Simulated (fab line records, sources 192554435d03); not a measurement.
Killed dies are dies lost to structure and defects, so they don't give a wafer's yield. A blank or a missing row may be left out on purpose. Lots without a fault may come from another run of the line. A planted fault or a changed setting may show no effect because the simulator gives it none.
Split-lot experiment | flow n5_finfet | 7 lots, 39 wafers read, on a route of 1938 steps

THE SPLIT
At N5_FIN_CUT_ETCH_21 (etches SOC in N2/H2, target depth 219 nm, overetch 43.8 nm, time 523.5 s), the setting time_s was moved away from the recipe's 523.5 s on 9 of the 39 wafers read, by -28.5% to +46.3%. The other wafers ran this setting at the recipe's value.

FROM THE SPLIT TO THE READING: what the file shows between them, 6 steps
- N5_FIN_CUT_STRIP_23: strips in N2/H2
- N5_FIN_CUT_STRIP_31: strips in N2/H2
- N5_FIN_CUT_STRIP_24: strips in CF4
- N5_FIN_CUT_CUT_ETCH_26: etches SiNx in CH3F/O2, target depth 39 nm, time 55.7 s
- N5_FIN_CUT_CUT_ETCH_27: etches SiO2 in CHF3/O2, target depth 4 nm, overetch 2 nm, time 4.9 s
- N5_FIN_CUT_PRECLEAN_35: cleans in vHF, time 13.3 s

THE READING
FIN_CUT.cd_offset_nm (the simulator's own value, which no gauge read), in nm, at N5_FIN_CUT_CUT_ETCH_15 (etches Si in HBr/Cl2/O2, target depth 100 nm, bt time 10 s, time 42.4 s). The file gives no usual value for it. The 30 wafers here that ran the recipe average -0.1 nm, standard deviation 0.39 nm.

wafer  | tool, chamber at the split | time_s as run, s | against the recipe | FIN_CUT.cd_offset_nm, nm | against lot-mates on the recipe
L074.1 | rie_diel-03, 1             | 523.5            | recipe             | -0.4                     | -
L074.2 | rie_diel-03, 3             | 523.5            | recipe             | -0.6                     | -
L074.3 | rie_diel-03, 2             | 523.5            | recipe             | 0                        | -
L074.4 | rie_diel-03, 0             | 523.5            | recipe             | 0.2                      | -
L074.5 | rie_diel-03, 3             | 523.5            | recipe             | -0.2                     | -
L074.6 | rie_diel-03, 0             | 523.5            | recipe             | -0.2                     | -
L076.1 | rie_diel-06, 1             | 523.5            | recipe             | -0.8                     | -
L076.3 | rie_diel-06, 2             | 523.5            | recipe             | -0.8                     | -
L076.2 | rie_diel-06, 0             | 439.4            | -16.1%             | -0.8                     | -0.3
L076.4 | rie_diel-06, 3             | 439.4            | -16.1%             | -1.2                     | -0.7
L076.5 | rie_diel-06, 0             | 523.5            | recipe             | 0.2                      | -
L076.6 | rie_diel-06, 1             | 439.4            | -16.1%             | -1.8                     | -1.3
L077.1 | rie_diel-03, 1             | 523.5            | recipe             | -0.6                     | -
L077.2 | rie_diel-03, 2             | 523.5            | recipe             | -0.8                     | -
L077.3 | rie_diel-03, 0             | 523.5            | recipe             | -0.2                     | -
L077.4 | rie_diel-03, 1             | 374.3            | -28.5%             | -2.6                     | -2.1
L077.5 | rie_diel-03, 2             | 374.3            | -28.5%             | -2.2                     | -1.7
L077.6 | rie_diel-03, 0             | 374.3            | -28.5%             | -1.6                     | -1.1
L078.1 | rie_diel-06, 1             | 523.5            | recipe             | -0.2                     | -
L078.2 | rie_diel-06, 3             | 523.5            | recipe             | 0.6                      | -
L078.5 | rie_diel-06, 1             | 523.5            | recipe             | 0.2                      | -
L091.1 | rie_diel-03, 1             | 523.5            | recipe             | 0.4                      | -
L091.5 | rie_diel-03, 2             | 523.5            | recipe             | 0.4                      | -
L091.2 | rie_diel-03, 0             | 765.7            | +46.3%             | 3                        | +2.5
L091.6 | rie_diel-03, 1             | 765.7            | +46.3%             | 3                        | +2.5
L091.3 | rie_diel-03, 2             | 765.7            | +46.3%             | 2.8                      | +2.3
L091.4 | rie_diel-03, 3             | 523.5            | recipe             | 0.6                      | -
L093.1 | rie_diel-03, 1             | 523.5            | recipe             | -0.2                     | -
L093.3 | rie_diel-03, 2             | 523.5            | recipe             | -0.2                     | -
L093.5 | rie_diel-03, 2             | 523.5            | recipe             | -0.2                     | -
L093.2 | rie_diel-03, 3             | 523.5            | recipe             | 0.6                      | -
L093.4 | rie_diel-03, 1             | 523.5            | recipe             | 0                        | -
L093.6 | rie_diel-03, 3             | 523.5            | recipe             | 0                        | -
L095.1 | rie_diel-01, 0             | 523.5            | recipe             | -0.2                     | -
L095.2 | rie_diel-01, 2             | 523.5            | recipe             | -0.2                     | -
L095.3 | rie_diel-01, 1             | 523.5            | recipe             | -0.2                     | -
L095.4 | rie_diel-01, 0             | 523.5            | recipe             | 0                        | -
L095.5 | rie_diel-01, 1             | 523.5            | recipe             | 0                        | -
L095.6 | rie_diel-01, 2             | 523.5            | recipe             | 0                        | -

THE FIT
A straight line over all 39 wafers: FIN_CUT.cd_offset_nm changes by +0.0676 nm for each +1% of time_s; r = +0.94; the points scatter about the line by 0.39 nm.
The same after taking each lot's own level away (the mean of its wafers on the recipe; 39 wafers): +0.0537 nm for each +1%; r = +0.95; scatter 0.29 nm.
On that fit, the largest move of time_s shifts the reading by 2.5 nm.
The lots' own levels span -0.53 to 0.47 nm, that is 2.6 times the standard deviation above.
So the lot-to-lot level changes the slope: the two fits differ.
Check: with one of the wafers moved furthest among these (+46.3%) left out of the fit, the line predicts +2.47 nm for it against its lot-mates. It came out at +2.53 nm against them.

OTHER SPLITS ON THESE WAFERS
These wafers also went through other splits before the reading. Each is held against what the fit with the lots' levels taken away leaves over:
other split on the same wafers                    | wafers away from the commonest value | r with FIN_CUT.cd_offset_nm (lot level and that fit taken away)
N5_PMOS_HMC_CHANNEL_EPI_DEVELOP_08 develop_time_s | 12                                   | -0.04

THE WHOLE CHAIN: every reading that the file lists as answering this split, in the file's order
step                   | what it does                                                             | reading                                                                          | change (the file's fit)                                                              | r (the file's)
N5_FIN_CUT_ETCH_21     | etches SOC in N2/H2, target depth 219 nm, overetch 43.8 nm, time 523.5 s | etch.depth_nm (the simulator's own value, which no gauge read)                   | not straight: 190.6 at the lowest setting, 230.2 at the recipe, 229.4 at the highest | not given
N5_FIN_CUT_ETCH_21     | etches SOC in N2/H2, target depth 219 nm, overetch 43.8 nm, time 523.5 s | FIN_CUT.cd_offset_nm (the simulator's own value, which no gauge read)            | +0.0525 nm for each +1% of the setting                                               | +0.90
N5_FIN_CUT_ETCH_21     | etches SOC in N2/H2, target depth 219 nm, overetch 43.8 nm, time 523.5 s | SiARC_of_FIN_CUT_COAT_19.thk_nm (the simulator's own value, which no gauge read) | -0.0793 nm for each +1% of the setting                                               | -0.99
N5_FIN_CUT_CUT_ETCH_26 | etches SiNx in CH3F/O2, target depth 39 nm, time 55.7 s                  | FIN_CUT.cd_offset_nm (the simulator's own value, which no gauge read)            | +0.0515 nm for each +1% of the setting                                               | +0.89
N5_FIN_CUT_CUT_ETCH_15 | etches Si in HBr/Cl2/O2, target depth 100 nm, bt time 10 s, time 42.4 s  | FIN_CUT.cd_offset_nm (the simulator's own value, which no gauge read)            | +0.0537 nm for each +1% of the setting                                               | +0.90

THE FILE'S OWN FIT
FIN_CUT.cd_offset_nm changes by +0.0537 nm for each +1% of time_s, r = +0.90.
